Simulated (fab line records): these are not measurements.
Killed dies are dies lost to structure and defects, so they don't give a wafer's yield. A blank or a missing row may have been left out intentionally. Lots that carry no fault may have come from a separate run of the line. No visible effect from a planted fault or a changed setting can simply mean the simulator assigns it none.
fab line records	flow n5-finfet
[record] lots = 5	wafers = 15	last-day = 17
route steps=1938 shown BEOL_M3@1006 BEOL_M4@1111 PASSIVATION@1936
lots untouched by any fault: they come from a run of this same line in which no faults occurred
start-h: hours from the record's first day to the start of the lot's first wafer shown	wait-h: hours since the lot's step before	" repeats the value in the row above	L1.1+2: a single row standing in for several wafers	- no value, or no start was given	* or withheld: withheld	< > ~ a bound
route shown NAME@n: NAME is a module with steps in the file, n the number in the route of the first one	usual: mean/standard deviation taken from wafers without a fault	same: alike in all rows	chamber/n: place in a boat	sites: per-site readings	_std_site: standard deviation across them	_edge_site: inner sites' mean taken away from outer sites' mean	radius-mm: how far each site lies from the wafer's centre	mask NAME#n: copy n	behind: the most recent tool/chamber to have shaped the wafer	hold: what put the lot on hold/how long, in hours/how the hold closed	device: names the non-switching transistor (n, p or np)	end of line: the same wafers' tests at the end of the route	a step with no rows: only its recipe	killed: not the wafer's yield, but the dies lost to structure and defects at the first sort	map: shows each die of a wafer: x if killed, . if not, _ if none is there
set.NAME: the setting as run; set.NAME@STEP: as run at that earlier step	model.NAME: the simulator's own value behind a step, which no gauge read
lots at selected steps of the route; one table per step, one row per wafer
services: a tool's chamber out of use, with start hour (start-h, from the record's first day; less than 0 if before it), hours out, and reason
[[steps]]
[step N5_BEOL_M3_SPUTTER_92]
[recipe] material = Cu	target-thk-a = 45	temp-c = -20	chamber-pressure-pa = 0.07	power-w = withheld	time-s = 8.29
[step N5_BEOL_M3_ANNEAL_93]
[recipe] temp-c = 400	time-s = 240	ambient = vacuum
[step N5_BEOL_M3_SPUTTER_94]
[recipe] material = Cu	target-thk-a = 45	temp-c = -20	chamber-pressure-pa = 0.07	power-w = withheld	time-s = 8.29
[usual] throttle-valve-pct = 29.8/1.4
lot.wafer	tool	chamber	start-h	wait-h	throttle-valve-pct
L225.3	pvd-sputter-02	-	166.01	0.1	31.3
L225.4	"	-	"	"	31.1
L225.6	"	-	"	"	29.3
L237.1	pvd-sputter-02	-	235.41	0.1	31.2
L237.4	"	-	"	"	29.9
L237.5	"	-	"	"	30.0
L245.2	pvd-sputter-02	-	282.09	0.1	28.5
L245.3	"	-	"	"	31.4
L245.4	"	-	"	"	29.4
L246.2	pvd-sputter-01	-	283.92	0.1	30.8
L246.5	"	-	"	"	29.1
L246.6	"	-	"	"	31.0
L247.2	pvd-sputter-02	-	294.00	0.1	29.3
L247.5	"	-	"	"	29.5
L247.6	"	-	"	"	29.9
[step N5_BEOL_M3_ANNEAL_95]
[recipe] temp-c = 400	time-s = 240	ambient = vacuum
[usual] heater-power-w = 848/99
lot.wafer	tool	chamber	start-h	wait-h	heater-power-w
L225.3	pvd-sputter-02	-	166.09	0.0	768
L225.4	"	-	"	"	769
L225.6	"	-	"	"	832
L237.1	pvd-sputter-02	-	235.49	0.0	773
L237.4	"	-	"	"	963
L237.5	"	-	"	"	1004
L245.2	pvd-sputter-02	-	282.17	0.0	793
L245.3	"	-	"	"	755
L245.4	"	-	"	"	830
L246.2	pvd-sputter-01	-	284.00	0.0	666
L246.5	"	-	"	"	882
L246.6	"	-	"	"	657
L247.2	pvd-sputter-02	-	294.08	0.0	829
L247.5	"	-	"	"	825
L247.6	"	-	"	"	1000
[step N5_BEOL_M3_SPUTTER_96]
[recipe] material = Cu	target-thk-a = 45	temp-c = -20	chamber-pressure-pa = 0.07	power-w = withheld	time-s = 8.29
[usual] throttle-valve-pct = 29.8/1.3
lot.wafer	tool	chamber	start-h	wait-h	throttle-valve-pct
L225.3	pvd-sputter-02	-	166.23	0.1	31.3
L225.4	"	-	"	"	31.5
L225.6	"	-	"	"	29.5
L237.1	pvd-sputter-02	-	235.63	0.1	31.1
L237.4	"	-	"	"	30.0
L237.5	"	-	"	"	30.0
L245.2	pvd-sputter-02	-	282.31	0.1	28.4
L245.3	"	-	"	"	31.2
L245.4	"	-	"	"	29.1
L246.2	pvd-sputter-01	-	284.14	0.1	31.1
L246.5	"	-	"	"	29.3
L246.6	"	-	"	"	30.6
L247.2	pvd-sputter-02	-	294.22	0.1	29.6
L247.5	"	-	"	"	29.3
L247.6	"	-	"	"	30.0
[step N5_BEOL_M3_ECD_50]
[recipe] material = Cu	target-thk-a = 3000
[step N5_BEOL_M3_ANNEAL_51]
[recipe] temp-c = 225	time-s = 90	ambient = N2
[step N5_BEOL_M3_CMP_52]
[recipe] stop-on = SiOC	t-overpolish-s = 6.8	down-force-psi = 1	platen-rpm = 50	clearing-platen-down-force-psi = 1.5	clearing-platen-rpm = 50	post-cmp-clean = cu-alkaline	target-thk-nm = 40	clearing-platen-pad-velocity-m-s = 0.99484	pad-velocity-m-s = 0.99484
[usual] barrier-field-endpoint-s = 25.0/0.6	motor-current-A = 6.1/0.54	overpolish-run-s = 6.799/0.0087	time-to-endpoint-s = 63/3.1
lot.wafer	tool	chamber	start-h	wait-h	barrier-field-endpoint-s	motor-current-A	overpolish-run-s	time-to-endpoint-s
L225.4	cmp-02	0	166.72	0.1	24.4	6.9	6.789	61
L225.3	"	2	"	"	24.8	5.6	6.798	63
L225.6	"	0	"	"	24.8	6.7	6.808	62
L237.1	cmp-01	2	236.20	0.3	23.8	5.8	6.778	59
L237.4	"	3	"	"	24.9	7.0	6.797	60
L237.5	"	0	"	"	24.0	5.3	6.780	57
L245.2	cmp-04	1	283.22	0.3	25.3	5.7	6.799	67
L245.4	"	2	"	"	25.2	6.9	6.814	66
L245.3	"	3	"	"	25.6	5.7	6.796	66
L246.2	cmp-04	0	286.06	0.3	26.2	5.3	6.792	70
L246.6	"	1	"	"	26.1	6.0	6.795	68
L246.5	"	2	"	"	25.5	6.8	6.799	65
L247.2	cmp-04	3	294.79	0.3	25.0	5.8	6.804	69
L247.6	"	1	"	"	24.9	5.9	6.803	64
L247.5	"	2	"	"	24.6	6.7	6.791	59
[step N5_BEOL_M3_THK_MEAS_53]
[recipe] thk-meas-gauge = xrf	reads = Cu_of_BEOL_M3_ECD_50
[usual] M3_THK = 40.1/1.6
lot.wafer	tool	chamber	start-h	wait-h	M3_THK[nm]
L225.3	film-metro-01	-	167.02	-	39.8
L225.4	"	-	"	"	40.0
L225.6	"	-	"	"	39.3
L237.1	film-metro-02	-	236.42	-	39.3
L237.4	"	-	"	"	41.0
L237.5	"	-	"	"	39.7
L245.2	film-metro-02	-	283.48	-	40.0
L245.3	"	-	"	"	41.8
L245.4	"	-	"	"	40.0
L246.2	film-metro-02	-	286.24	-	41.4
L246.5	"	-	"	"	39.0
L246.6	"	-	"	"	42.0
L247.2	film-metro-02	-	295.01	-	40.0
L247.5	"	-	"	"	41.9
L247.6	"	-	"	"	41.9
[step N5_BEOL_M3_PRE_CLEAN_60]
[recipe] gas = NH3/H2	time-s = 15	temp-c = *	rf-power-w = 300
[usual] heater-power-w = 105/24
lot.wafer	tool	chamber	start-h	wait-h	heater-power-w
L225.3	cvd-co-02	0	167.05	0.0	140
L225.4	"	2	"	"	108
L225.6	"	0	"	"	141
L237.1	cvd-co-01	2	236.46	0.0	127
L237.4	"	2	"	"	124
L237.5	"	0	"	"	78
L245.2	cvd-co-01	0	283.52	0.0	79
L245.3	"	2	"	"	127
L245.4	"	1	"	"	82
L246.2	cvd-co-01	0	286.28	0.0	77
L246.5	"	2	"	"	130
L246.6	"	1	"	"	80
L247.2	cvd-co-01	0	295.04	0.0	78
L247.5	"	1	"	"	81
L247.6	"	0	"	"	80
[step N5_BEOL_M3_CO_CAP_55]
[recipe] material = Co	target-thk-a = 20	temp-c = 200	precursor = CCTBA/H2	pressure-torr = 30	time-s = 102.1
[step N5_BEOL_M3_PRE_CLEAN_56]
[recipe] gas = NH3	time-s = 15	temp-c = withheld	rf-power-w = 300
[step N5_BEOL_M3_DEP_57]
[recipe] material = SiCN	target-thk-a = 80	temp-c = withheld	precursor = 3MS/NH3	pressure-torr = 3	rf-w = 202	time-s = 14
[usual] showerhead-plenum-p-Torr = 3.671/0.008	throttle-valve-pct = 9.0/0.56
lot.wafer	tool	chamber	start-h	wait-h	showerhead-plenum-p-Torr	throttle-valve-pct	model.SiCN_of_BEOL_M3_DEP_57.thk-nm
L225.3	pecvd-01	2	167.21	0.0	3.663	8.4	7.8
L225.4	"	1	"	"	3.662	8.1	7.8
L225.6	"	0	"	"	3.679	9.4	8
L237.1	pecvd-02	0	236.61	0.0	3.671	9.9	7.8
L237.4	"	1	"	"	3.661	8.5	8
L237.5	"	2	"	"	3.675	9.3	8
L245.2	pecvd-01	2	283.67	0.0	3.668	8.3	5.4
L245.3	"	0	"	"	3.670	9.4	5.4
L245.4	"	1	"	"	3.676	8.5	5.2
L246.2	pecvd-02	2	286.44	0.0	3.673	9.3	8
L246.5	"	1	"	"	3.682	8.4	8.2
L246.6	"	0	"	"	3.664	9.9	8
L247.2	pecvd-02	1	295.20	0.0	3.671	8.5	8
L247.5	"	2	"	"	3.671	9.3	8.2
L247.6	"	0	"	"	3.675	9.8	8.2
[step N5_BEOL_M3_RS_MEAS_58]
[recipe] thk-meas-gauge = four-point-probe	reads = Co_of_BEOL_M3_CO_CAP_55+Cu_of_BEOL_M3_ECD_50+Co_of_BEOL_M3_CVD_47+TaN_of_BEOL_M3_ALD_84
[usual] M3_RS = 0.66/0.033
lot.wafer	tool	chamber	start-h	wait-h	M3_RS[ohm/sq]
L225.3	film-metro-01	-	167.28	0.1	0.67
L225.4	"	-	"	"	0.66
L225.6	"	-	"	"	0.67
L237.1	film-metro-01	-	236.69	0.1	0.67
L237.4	"	-	"	"	0.64
L237.5	"	-	"	"	0.66
L245.2	film-metro-01	-	283.74	0.1	0.66
L245.3	"	-	"	"	0.62
L245.4	"	-	"	"	0.65
L246.2	film-metro-01	-	286.51	0.1	0.63
L246.5	"	-	"	"	0.67
L246.6	"	-	"	"	0.61
L247.2	film-metro-02	-	295.27	0.1	0.67
L247.5	"	-	"	"	0.62
L247.6	"	-	"	"	0.62
[step N5_BEOL_M4_RC_MEAS_101]
[usual] DIBL_N = 36.9/1.6	DIBL_P = 37.1/2	IOFF_N = 0.17/0.032	IOFF_P = 0.22/0.036	ION_N = 674/12	ION_P = 463/7.8	SS_N = 71.7/0.63	SS_P = 73.5/0.62	VT_N = 249/3.3	VT_P = -250/3.5
lot.wafer	tool	chamber	start-h	wait-h	DIBL_N[mV/V]	DIBL_P[mV/V]	IOFF_N[nA/um]	IOFF_P[nA/um]	ION_N[uA/um]	ION_P[uA/um]	SS_N[mV/dec]	SS_P[mV/dec]	VT_N[mV]	VT_P[mV]
L225.3	prober-01	0	179.99	0.3	37.1	37.8	0.19	0.25	686	468	71.6	73.9	247	-250
L225.4	"	0	"	"	36.9	36.9	0.18	0.22	678	458	72.9	73.6	246	-251
L225.6	"	0	"	"	37.0	37.2	0.17	0.23	679	465	71.6	73.4	248	-250
L237.1	prober-01	0	249.56	0.0	33.5	35.4	0.12	0.16	651	442	71.2	72.7	253	-258
L237.4	"	0	"	"	38.0	41.7	0.21	0.25	690	473	72.3	74.5	248	-252
L237.5	"	0	"	"	35.7	36.1	0.14	0.17	660	449	71.8	73.1	256	-256
L245.2	prober-02	0	298.55	0.2	35.2	33.8	0.13	0.21	677	471	70.9	73.2	254	-250
L245.3	"	0	"	"	34.8	32.4	0.12	0.18	657	456	71.0	72.9	254	-252
L245.4	"	0	"	"	36.9	35.5	0.15	0.24	689	475	71.6	73.8	249	-248
L246.2	prober-01	0	300.17	0.2	37.0	40.7	0.20	0.27	685	466	72.5	73.4	248	-246
L246.5	"	0	"	"	36.9	39.2	0.18	0.25	669	465	72.6	72.9	247	-247
L246.6	"	0	"	"	37.6	40.1	0.22	0.25	679	463	72.8	73.2	246	-247
L247.2	prober-01	0	302.28	0.2	35.2	34.0	0.14	0.24	670	467	71.5	73.5	250	-246
L247.5	"	0	"	"	37.1	35.2	0.17	0.25	688	475	71.8	73.7	250	-246
L247.6	"	0	"	"	37.9	35.5	0.19	0.26	680	469	72.2	73.1	246	-245
[step N5_PASSIVATION_PROBE_49]
[usual] defect-limited-yield = 90.9/1.6	killed_at_M0_to_M3 = 34/11	killed_at_M4_up = 14/5.7	killed-at-contacts = 13/6.5	killed-at-front-end = 43/11	killed-at-other = 4/3.1	killed-dies = 107/19	killed-on-rim = 14/3.9	killed-open = 71/14	killed-short = 35/7.9	sort_bin_5_function = 5.3/1.1	sort_bin_6_memory = 3.4/0.74	sort-n-pass = 1073/19	sort-yield-pct = 90.9/1.6
[same] gross-dies = 1180	killed-at-back-side = 0	sort_bin_4_leakage[%] = 0	sort_bin_8_speed[%] = 0
lot.wafer	tool	chamber	start-h	wait-h	defect-limited-yield[%]	killed_at_M0_to_M3	killed_at_M4_up	killed-at-contacts	killed-at-front-end	killed-at-other	killed-dies	killed-on-rim	killed-open	killed-short	sort_bin_5_function[%]	sort_bin_6_memory[%]	sort-n-pass	sort-yield-pct[%]
L225.3	prober-01	-	292.53	0.1	91.2	30	22	11	39	2	104	15	61	42	5.6	2.8	1076	91.2
L225.4	prober-01	-	292.58	0.2	90.5	36	18	16	41	1	112	15	84	27	6.2	3.1	1068	90.5
L225.6	prober-01	-	292.68	0.3	88.9	42	22	14	50	3	131	20	93	36	6.3	4.5	1049	88.9
L237.1	prober-01	-	347.63	0.0	92.5	32	6	5	43	3	89	11	54	34	3.4	3.8	1091	92.5
L237.4	prober-01	-	347.78	0.2	93.5	14	3	16	43	1	77	7	50	27	3.4	2.9	1103	93.5
L237.5	prober-01	-	347.83	0.2	91.2	28	14	10	49	3	104	16	66	38	5.3	3.2	1076	91.2
L245.2	prober-01	-	392.67	0.1	87.7	44	16	10	65	10	145	22	97	47	7.5	4.6	1035	87.7
L245.3	prober-01	-	392.72	0.1	91.9	20	8	8	52	7	95	19	60	34	5.4	2.3	1085	91.9
L245.4	prober-01	-	392.77	0.2	89.2	45	32	8	38	4	127	16	83	43	6.6	4.1	1053	89.2
// killed by level:class
L225.3 BEOL_M3:geometric-particle:open=14 BEOL_M5:geometric-particle:open=9 MOL_CONTACT_COAG:geometric-particle:open=8 STI_FIN_REVEAL:geometric-particle:open=6 GATE_CUT:geometric-particle:short=5 GATE_CUT:geometric-particle:open=5 BEOL_M3:geometric-particle:short=5 STARTING-WAFER:geometric-particle:short=4
L225.4 BEOL_M2:geometric-particle:open=18 STI_FIN_REVEAL:geometric-particle:open=14 MOL_CONTACT_COAG:geometric-particle:open=14 BEOL_M4:geometric-particle:open=10 BEOL_M3:geometric-particle:short=7 DUMMY_GATE:geometric-particle:open=6 GATE_CUT:geometric-particle:short=4 BEOL_M0_SAQP:geometric-particle:short=4
L225.6 BEOL_M0_SAQP:geometric-particle:open=12 BEOL_M5:geometric-particle:open=12 MOL_CONTACT_COAG:geometric-particle:open=10 STI_FIN_REVEAL:geometric-particle:open=9 BEOL_M0_SAQP:geometric-particle:short=9 BEOL_M2:geometric-particle:open=8 FIN_SAQP:geometric-particle:short=7 DUMMY_GATE:geometric-particle:open=6
L237.1 DUMMY_GATE:geometric-particle:open=10 STI_FIN_REVEAL:geometric-particle:open=8 BEOL_M0_SAQP:geometric-particle:short=8 BEOL_M0_SAQP:geometric-particle:open=7 FIN_SAQP:geometric-particle:short=6 BEOL_M3:geometric-particle:open=5 FIN_SAQP:geometric-particle:open=4 BEOL_M1:geometric-particle:short=4
L237.4 MOL_CONTACT_COAG:geometric-particle:open=14 STI_FIN_REVEAL:geometric-particle:open=12 FIN_SAQP:geometric-particle:short=8 DUMMY_GATE:geometric-particle:open=6 ILD0:geometric-particle:open=3 ILD0:geometric-particle:short=3 BEOL_M0_SAQP:geometric-particle:short=3 BEOL_M3:geometric-particle:open=3
L237.5 STI_FIN_REVEAL:geometric-particle:open=10 MOL_CONTACT_COAG:geometric-particle:open=7 BEOL_M0:geometric-particle:open=7 DUMMY_GATE:geometric-particle:open=6 BEOL_M2:geometric-particle:open=6 FIN_SAQP:geometric-particle:open=5 DUMMY_GATE:geometric-particle:short=5 FIN_SAQP:geometric-particle:short=4
L245.2 FIN_SAQP:geometric-particle:open=22 FIN_SAQP:geometric-particle:short=16 BEOL_M0_SAQP:geometric-particle:open=12 BEOL_M0_SAQP:geometric-particle:short=12 MOL_CONTACT_COAG:geometric-particle:open=9 BEOL_M4:geometric-particle:open=8 ILD0:geometric-particle:open=6 BEOL_M0:geometric-particle:open=5
L245.3 STI_FIN_REVEAL:geometric-particle:open=9 FIN_SAQP:geometric-particle:open=8 FIN_SAQP:geometric-particle:short=6 ILD0:geometric-particle:open=5 MOL_CONTACT_COAG:geometric-particle:open=5 BEOL_M0:geometric-particle:open=5 BEOL_M1:geometric-particle:open=4 GATE_CUT:geometric-particle:short=4
L245.4 BEOL_M4:geometric-particle:open=14 BEOL_M0_SAQP:geometric-particle:open=13 FIN_SAQP:geometric-particle:open=12 BEOL_M0_SAQP:geometric-particle:short=11 FIN_SAQP:geometric-particle:short=8 BEOL_M1:geometric-particle:open=6 BEOL_M2:geometric-particle:open=6 MOL_CONTACT_COAG:geometric-particle:open=5
[[services]]
tool	chamber	start-h	hours	kind
cmp-02	-	143.59	0.5	repair
cmp-02	-	146.49	5.1	repair
cmp-04	-	147.14	0.7	repair
pvd-sputter-01	-	149.90	7.8	repair
pecvd-02	-	157.09	1.2	repair
pecvd-02	0	160.48	9.3	repair
pecvd-02	-	170.23	1.2	repair
pvd-sputter-01	-	175.05	0.9	repair
cmp-04	-	175.23	1.2	repair
cmp-02	-	187.40	2.3	repair
cmp-02	-	195.88	1.1	repair
cmp-02	-	204.74	0.2	repair
cmp-01	-	216.30	6.0	pm
pecvd-02	0	217.83	2.1	scheduled-down
cmp-02	-	226.70	5.5	pm
cmp-01	-	248.49	9.0	repair
cmp-01	-	262.95	3.7	repair
pecvd-02	0	269.18	5.5	scheduled-down
cvd-co-02	-	269.69	4.1	repair
cmp-04	-	280.95	2.1	repair
cmp-01	-	281.95	4.0	pm
cvd-co-02	1	282.97	11.8	repair
pecvd-02	1	288.25	2.1	scheduled-down
cmp-02	-	294.69	4.3	pm
[[key]]
first-sign none at tools or gauges
[model-effect] step = N5_BEOL_M3_DEP_57	value = SiCN_of_BEOL_M3_DEP_57.thk-nm	without = 7.8	struck = 5.333
met-at N5_BEOL_M3_DEP_57
struck-wafers L245.2,L245.3,L245.4
onset-between 167.21 283.67
[fault] kind = process-parameter-drift	tool = pecvd-01	chamber = -	onset-h = 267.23	steps = N5_BEOL_M3_DEP_57	channel = time-s	offset = *	shape = step	end-h = 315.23	scope = struck-wafers-only	acts-in = *	stated = *
